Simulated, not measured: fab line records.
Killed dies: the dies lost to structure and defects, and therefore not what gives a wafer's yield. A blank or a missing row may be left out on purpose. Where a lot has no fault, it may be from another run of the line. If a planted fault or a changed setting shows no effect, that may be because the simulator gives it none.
The tool behind it: which one? || flow n5_finfet || 72 wafers from 24 lots sampled at 3 of the route's 1938 steps

## WHAT THE GAUGES SHOWED, per wafer
N5_DUMMY_GATE_CD_MEAS_15 targets a cd of 25.8 nm. Usual: 25.08 nm for cd_nm, sd 0.24.
{"lot": "L074", "measured": "day 2 22:10", "on": "cd_sem-03", "cd_nm (nm)": "24.98 24.67 25.06", "flag": ""}
{"lot": "L075", "measured": "day 3 03:49", "on": "cd_sem-03", "cd_nm (nm)": "25.30 25.02 25.12", "flag": ""}
{"lot": "L076", "measured": "day 3 09:56", "on": "cd_sem-03", "cd_nm (nm)": "24.96 25.39 24.67", "flag": ""}
{"lot": "L077", "measured": "day 3 15:30", "on": "cd_sem-03", "cd_nm (nm)": "25.25 25.31 25.02", "flag": ""}
{"lot": "L078", "measured": "day 4 01:11", "on": "cd_sem-01", "cd_nm (nm)": "24.89 24.96 24.93", "flag": ""}
{"lot": "L079", "measured": "day 4 05:04", "on": "cd_sem-01", "cd_nm (nm)": "25.02 24.98 25.26", "flag": ""}
{"lot": "L080", "measured": "day 4 12:13", "on": "cd_sem-01", "cd_nm (nm)": "25.08 25.10 25.03", "flag": ""}
{"lot": "L081", "measured": "day 4 17:19", "on": "cd_sem-01", "cd_nm (nm)": "25.36 24.79 25.45", "flag": ""}
{"lot": "L082", "measured": "day 4 21:10", "on": "cd_sem-01", "cd_nm (nm)": "25.12 24.90 25.00", "flag": ""}
{"lot": "L083", "measured": "day 5 03:14", "on": "cd_sem-02", "cd_nm (nm)": "25.16 25.40 25.34", "flag": ""}
{"lot": "L084", "measured": "day 5 13:07", "on": "cd_sem-03", "cd_nm (nm)": "24.85 24.60 24.55", "flag": ""}
{"lot": "L085", "measured": "day 5 18:59", "on": "cd_sem-01", "cd_nm (nm)": "25.18 25.21 24.91", "flag": ""}
{"lot": "L086", "measured": "day 5 23:29", "on": "cd_sem-01", "cd_nm (nm)": "24.63 24.97 25.14", "flag": ""}
{"lot": "L087", "measured": "day 6 02:46", "on": "cd_sem-02", "cd_nm (nm)": "25.34 25.35 25.20", "flag": ""}
{"lot": "L088", "measured": "day 6 08:26", "on": "cd_sem-01", "cd_nm (nm)": "25.03 25.24 25.24", "flag": ""}
{"lot": "L089", "measured": "day 6 15:04", "on": "cd_sem-02", "cd_nm (nm)": "25.47 25.03 25.38", "flag": ""}
{"lot": "L090", "measured": "day 6 23:25", "on": "cd_sem-02", "cd_nm (nm)": "25.41 25.68 24.95", "flag": ""}
{"lot": "L091", "measured": "day 7 05:18", "on": "cd_sem-01", "cd_nm (nm)": "24.94 24.66 25.19", "flag": ""}
{"lot": "L092", "measured": "day 7 10:27", "on": "cd_sem-03", "cd_nm (nm)": "25.37 25.01 24.89", "flag": ""}
{"lot": "L093", "measured": "day 7 16:31", "on": "cd_sem-01", "cd_nm (nm)": "25.07 25.62 25.31", "flag": ""}
{"lot": "L094", "measured": "day 8 00:19", "on": "cd_sem-03", "cd_nm (nm)": "24.87 25.10 25.48", "flag": ""}
{"lot": "L095", "measured": "day 8 03:19", "on": "cd_sem-01", "cd_nm (nm)": "24.64 24.45 24.89", "flag": ""}
{"lot": "L096", "measured": "day 8 09:54", "on": "cd_sem-02", "cd_nm (nm)": "25.09 25.02 24.99", "flag": ""}
{"lot": "L097", "measured": "day 8 15:44", "on": "cd_sem-03", "cd_nm (nm)": "25.25 25.28 25.08", "flag": ""}

N5_SD_EPI_N_INSPECT_11: inspects for defects (macro). Usual: 2.2 for raw_defect_count, sd 1.4.
{"lot": "L074", "measured": "day 3 00:40", "on": "defect_inspect-01", "raw_defect_count": "2 4 2", "flag": ""}
{"lot": "L075", "measured": "day 3 06:21", "on": "defect_inspect-02", "raw_defect_count": "2 3 1", "flag": ""}
{"lot": "L076", "measured": "day 3 13:22", "on": "defect_inspect-02", "raw_defect_count": "3 1 2", "flag": ""}
{"lot": "L077", "measured": "day 3 17:50", "on": "defect_inspect-01", "raw_defect_count": "3 0 3", "flag": ""}
{"lot": "L078", "measured": "day 4 03:24", "on": "defect_inspect-01", "raw_defect_count": "1 6 1", "flag": ""}
{"lot": "L079", "measured": "day 4 08:50", "on": "defect_inspect-01", "raw_defect_count": "3 3 1", "flag": ""}
{"lot": "L080", "measured": "day 4 14:55", "on": "defect_inspect-01", "raw_defect_count": "6 3 3", "flag": ""}
{"lot": "L081", "measured": "day 4 19:58", "on": "defect_inspect-02", "raw_defect_count": "2 0 1", "flag": ""}
{"lot": "L082", "measured": "day 4 23:22", "on": "defect_inspect-02", "raw_defect_count": "1 4 3", "flag": ""}
{"lot": "L083", "measured": "day 5 05:35", "on": "defect_inspect-02", "raw_defect_count": "3 3 3", "flag": ""}
{"lot": "L084", "measured": "day 5 15:28", "on": "defect_inspect-02", "raw_defect_count": "2 2 1", "flag": ""}
{"lot": "L085", "measured": "day 5 21:40", "on": "defect_inspect-02", "raw_defect_count": "1 1 2", "flag": ""}
{"lot": "L086", "measured": "day 6 01:50", "on": "defect_inspect-01", "raw_defect_count": "0 2 2", "flag": ""}
{"lot": "L087", "measured": "day 6 05:06", "on": "defect_inspect-01", "raw_defect_count": "3 4 2", "flag": ""}
{"lot": "L088", "measured": "day 6 10:50", "on": "defect_inspect-02", "raw_defect_count": "4 3 3", "flag": ""}
{"lot": "L089", "measured": "day 6 17:57", "on": "defect_inspect-02", "raw_defect_count": "1 3 1", "flag": ""}
{"lot": "L090", "measured": "day 7 01:45", "on": "defect_inspect-02", "raw_defect_count": "1 2 1", "flag": ""}
{"lot": "L091", "measured": "day 7 07:50", "on": "defect_inspect-02", "raw_defect_count": "1 2 3", "flag": ""}
{"lot": "L092", "measured": "day 7 13:55", "on": "defect_inspect-01", "raw_defect_count": "2 4 1", "flag": ""}
{"lot": "L093", "measured": "day 7 18:55", "on": "defect_inspect-01", "raw_defect_count": "3 1 5", "flag": ""}
{"lot": "L094", "measured": "day 8 03:13", "on": "defect_inspect-01", "raw_defect_count": "3 3 2", "flag": ""}
{"lot": "L095", "measured": "day 8 06:25", "on": "defect_inspect-02", "raw_defect_count": "3 6 2", "flag": ""}
{"lot": "L096", "measured": "day 8 13:03", "on": "defect_inspect-02", "raw_defect_count": "0 3 1", "flag": ""}
{"lot": "L097", "measured": "day 8 19:34", "on": "defect_inspect-02", "raw_defect_count": "1 1 1", "flag": ""}

## TOOL THAT RAN EACH LOT (tool first, then ch and the chambers of the sampled wafers, then the start)
{"lot": "L074", "N5_DUMMY_GATE_STRIP_40": "rie_diel-05 ch 1,3, day 2 22:37"}
{"lot": "L075", "N5_DUMMY_GATE_STRIP_40": "rie_diel-02 ch 0,1,2, day 3 04:16"}
{"lot": "L076", "N5_DUMMY_GATE_STRIP_40": "rie_diel-06 ch 1,2,3, day 3 10:23"}
{"lot": "L077", "N5_DUMMY_GATE_STRIP_40": "rie_diel-02 ch 0,1, day 3 15:58"}
{"lot": "L078", "N5_DUMMY_GATE_STRIP_40": "rie_diel-06 ch 0,2, day 4 01:38"}
{"lot": "L079", "N5_DUMMY_GATE_STRIP_40": "rie_diel-02 ch 0,1, day 4 05:34"}
{"lot": "L080", "N5_DUMMY_GATE_STRIP_40": "rie_diel-06 ch 1,3, day 4 12:40"}
{"lot": "L081", "N5_DUMMY_GATE_STRIP_40": "rie_diel-06 ch 2,3, day 4 17:46"}
{"lot": "L082", "N5_DUMMY_GATE_STRIP_40": "rie_diel-02 ch 0,2, day 4 21:37"}
{"lot": "L083", "N5_DUMMY_GATE_STRIP_40": "rie_diel-06 ch 0,1,2, day 5 03:41"}
{"lot": "L084", "N5_DUMMY_GATE_STRIP_40": "rie_diel-02 ch 1,2,3, day 5 13:34"}
{"lot": "L085", "N5_DUMMY_GATE_STRIP_40": "rie_diel-02 ch 1,2,3, day 5 19:47"}
{"lot": "L086", "N5_DUMMY_GATE_STRIP_40": "rie_diel-02 ch 1,2,3, day 5 23:56"}
{"lot": "L087", "N5_DUMMY_GATE_STRIP_40": "rie_diel-02 ch 0,1,3, day 6 03:13"}
{"lot": "L088", "N5_DUMMY_GATE_STRIP_40": "rie_diel-02 ch 0,1,3, day 6 08:54"}
{"lot": "L089", "N5_DUMMY_GATE_STRIP_40": "rie_diel-05 ch 1,2,3, day 6 15:41"}
{"lot": "L090", "N5_DUMMY_GATE_STRIP_40": "rie_diel-02 ch 2,3, day 6 23:52"}
{"lot": "L091", "N5_DUMMY_GATE_STRIP_40": "rie_diel-06 ch 1,2, day 7 05:56"}
{"lot": "L092", "N5_DUMMY_GATE_STRIP_40": "rie_diel-05 ch 0,1,2, day 7 11:02"}
{"lot": "L093", "N5_DUMMY_GATE_STRIP_40": "rie_diel-05 ch 0,1,2, day 7 16:58"}
{"lot": "L094", "N5_DUMMY_GATE_STRIP_40": "rie_diel-06 ch 1,2, day 8 00:54"}
{"lot": "L095", "N5_DUMMY_GATE_STRIP_40": "rie_diel-06 ch 0,2, day 8 04:09"}
{"lot": "L096", "N5_DUMMY_GATE_STRIP_40": "rie_diel-06 ch 0,2, day 8 11:08"}
{"lot": "L097", "N5_DUMMY_GATE_STRIP_40": "rie_diel-06 ch 1,2,3, day 8 17:18"}
- N5_DUMMY_GATE_STRIP_40: strips in CF4.

## WHAT THE TOOLS THEMSELVES READ (means of the sampled wafers that have a number; where no wafer has one, the mark that the record gives instead)
N5_DUMMY_GATE_STRIP_40. Usual: drypump_motor_current_A 5.6 A, standard deviation 0.46; oes_product_au 0.77 a.u., standard deviation 0.065; rf_vpp_V 271.4 V, standard deviation 1.6; showerhead_plenum_p_Torr 1.80 Torr, standard deviation 0.067; throttle_valve_pct 13.65 %, standard deviation 0.21.
{"lot": "L074", "tool": "rie_diel-05", "drypump_motor_current_A (A)": 5.6, "oes_product_au (a.u.)": 0.74, "rf_vpp_V (V)": 272.1, "showerhead_plenum_p_Torr (Torr)": 1.81, "throttle_valve_pct (%)": 13.62, "flag": ""}
{"lot": "L075", "tool": "rie_diel-02", "drypump_motor_current_A (A)": 5.4, "oes_product_au (a.u.)": 0.76, "rf_vpp_V (V)": 272.1, "showerhead_plenum_p_Torr (Torr)": 1.82, "throttle_valve_pct (%)": 13.67, "flag": ""}
{"lot": "L076", "tool": "rie_diel-06", "drypump_motor_current_A (A)": 5.7, "oes_product_au (a.u.)": 0.76, "rf_vpp_V (V)": 272.2, "showerhead_plenum_p_Torr (Torr)": 1.84, "throttle_valve_pct (%)": 13.54, "flag": ""}
{"lot": "L077", "tool": "rie_diel-02", "drypump_motor_current_A (A)": 5.3, "oes_product_au (a.u.)": 0.76, "rf_vpp_V (V)": 269.9, "showerhead_plenum_p_Torr (Torr)": 1.77, "throttle_valve_pct (%)": 13.79, "flag": ""}
{"lot": "L078", "tool": "rie_diel-06", "drypump_motor_current_A (A)": 5.6, "oes_product_au (a.u.)": 0.75, "rf_vpp_V (V)": 271.9, "showerhead_plenum_p_Torr (Torr)": 1.80, "throttle_valve_pct (%)": 13.61, "flag": ""}
{"lot": "L079", "tool": "rie_diel-02", "drypump_motor_current_A (A)": 5.9, "oes_product_au (a.u.)": 0.79, "rf_vpp_V (V)": 273.3, "showerhead_plenum_p_Torr (Torr)": 1.83, "throttle_valve_pct (%)": 13.61, "flag": ""}
{"lot": "L080", "tool": "rie_diel-06", "drypump_motor_current_A (A)": 5.8, "oes_product_au (a.u.)": 0.74, "rf_vpp_V (V)": 273.0, "showerhead_plenum_p_Torr (Torr)": 1.85, "throttle_valve_pct (%)": 13.62, "flag": ""}
{"lot": "L081", "tool": "rie_diel-06", "drypump_motor_current_A (A)": 5.7, "oes_product_au (a.u.)": 0.71, "rf_vpp_V (V)": 271.4, "showerhead_plenum_p_Torr (Torr)": 1.81, "throttle_valve_pct (%)": 13.67, "flag": ""}
{"lot": "L082", "tool": "rie_diel-02", "drypump_motor_current_A (A)": 4.9, "oes_product_au (a.u.)": 0.71, "rf_vpp_V (V)": 270.3, "showerhead_plenum_p_Torr (Torr)": 1.75, "throttle_valve_pct (%)": 13.87, "flag": ""}
{"lot": "L083", "tool": "rie_diel-06", "drypump_motor_current_A (A)": 5.6, "oes_product_au (a.u.)": 0.79, "rf_vpp_V (V)": 271.1, "showerhead_plenum_p_Torr (Torr)": 1.83, "throttle_valve_pct (%)": 13.51, "flag": ""}
{"lot": "L084", "tool": "rie_diel-02", "drypump_motor_current_A (A)": 5.7, "oes_product_au (a.u.)": 0.81, "rf_vpp_V (V)": 272.1, "showerhead_plenum_p_Torr (Torr)": 1.84, "throttle_valve_pct (%)": 13.63, "flag": ""}
{"lot": "L085", "tool": "rie_diel-02", "drypump_motor_current_A (A)": 5.7, "oes_product_au (a.u.)": 0.80, "rf_vpp_V (V)": 271.7, "showerhead_plenum_p_Torr (Torr)": 1.84, "throttle_valve_pct (%)": 13.64, "flag": ""}
{"lot": "L086", "tool": "rie_diel-02", "drypump_motor_current_A (A)": 5.7, "oes_product_au (a.u.)": 0.81, "rf_vpp_V (V)": 271.6, "showerhead_plenum_p_Torr (Torr)": 1.84, "throttle_valve_pct (%)": 13.62, "flag": ""}
{"lot": "L087", "tool": "rie_diel-02", "drypump_motor_current_A (A)": 5.6, "oes_product_au (a.u.)": 0.79, "rf_vpp_V (V)": 270.2, "showerhead_plenum_p_Torr (Torr)": 1.78, "throttle_valve_pct (%)": 13.74, "flag": ""}
{"lot": "L088", "tool": "rie_diel-02", "drypump_motor_current_A (A)": 5.6, "oes_product_au (a.u.)": 0.80, "rf_vpp_V (V)": 271.1, "showerhead_plenum_p_Torr (Torr)": 1.78, "throttle_valve_pct (%)": 13.75, "flag": ""}
{"lot": "L089", "tool": "rie_diel-05", "drypump_motor_current_A (A)": 5.8, "oes_product_au (a.u.)": 0.76, "rf_vpp_V (V)": 272.4, "showerhead_plenum_p_Torr (Torr)": 1.82, "throttle_valve_pct (%)": 13.54, "flag": ""}
{"lot": "L090", "tool": "rie_diel-02", "drypump_motor_current_A (A)": 5.2, "oes_product_au (a.u.)": 0.77, "rf_vpp_V (V)": 271.7, "showerhead_plenum_p_Torr (Torr)": 1.83, "throttle_valve_pct (%)": 13.72, "flag": ""}
{"lot": "L091", "tool": "rie_diel-06", "drypump_motor_current_A (A)": 5.5, "oes_product_au (a.u.)": 0.80, "rf_vpp_V (V)": 271.2, "showerhead_plenum_p_Torr (Torr)": 1.86, "throttle_valve_pct (%)": 13.38, "flag": ""}
{"lot": "L092", "tool": "rie_diel-05", "drypump_motor_current_A (A)": 5.6, "oes_product_au (a.u.)": 0.75, "rf_vpp_V (V)": 271.7, "showerhead_plenum_p_Torr (Torr)": 1.83, "throttle_valve_pct (%)": 13.66, "flag": ""}
{"lot": "L093", "tool": "rie_diel-05", "drypump_motor_current_A (A)": 5.6, "oes_product_au (a.u.)": 0.74, "rf_vpp_V (V)": 272.3, "showerhead_plenum_p_Torr (Torr)": 1.83, "throttle_valve_pct (%)": 13.65, "flag": ""}
{"lot": "L094", "tool": "rie_diel-06", "drypump_motor_current_A (A)": 5.6, "oes_product_au (a.u.)": 0.76, "rf_vpp_V (V)": 272.7, "showerhead_plenum_p_Torr (Torr)": 1.82, "throttle_valve_pct (%)": 13.51, "flag": ""}
{"lot": "L095", "tool": "rie_diel-06", "drypump_motor_current_A (A)": 5.7, "oes_product_au (a.u.)": 0.76, "rf_vpp_V (V)": 271.2, "showerhead_plenum_p_Torr (Torr)": 1.79, "throttle_valve_pct (%)": 13.70, "flag": ""}
{"lot": "L096", "tool": "rie_diel-06", "drypump_motor_current_A (A)": 5.7, "oes_product_au (a.u.)": 0.75, "rf_vpp_V (V)": 270.9, "showerhead_plenum_p_Torr (Torr)": 1.79, "throttle_valve_pct (%)": 13.71, "flag": ""}
{"lot": "L097", "tool": "rie_diel-06", "drypump_motor_current_A (A)": 5.7, "oes_product_au (a.u.)": 0.83, "rf_vpp_V (V)": 272.5, "showerhead_plenum_p_Torr (Torr)": 1.83, "throttle_valve_pct (%)": 13.40, "flag": ""}

## THE ANSWER, worked out from the rows above alone
Rule: lot off if the mean of its wafers having a number is beyond 3 standard deviations from the usual mean. A lot without any number at a reading at which 4 lots or more have one is off too. Where the step has rows for the other lots, those lots are counted as sound. First the gauges in route order, then the tools' own readings, where a lot's mean is used as printed above. The first step at which some lot is off is used, and at that step the reading that is off furthest; a lot without a number counts as furthest.
None of the lots is off at any reading shown; this tells nothing.

## WHAT WAS PUT IN BY THE SIMULATOR
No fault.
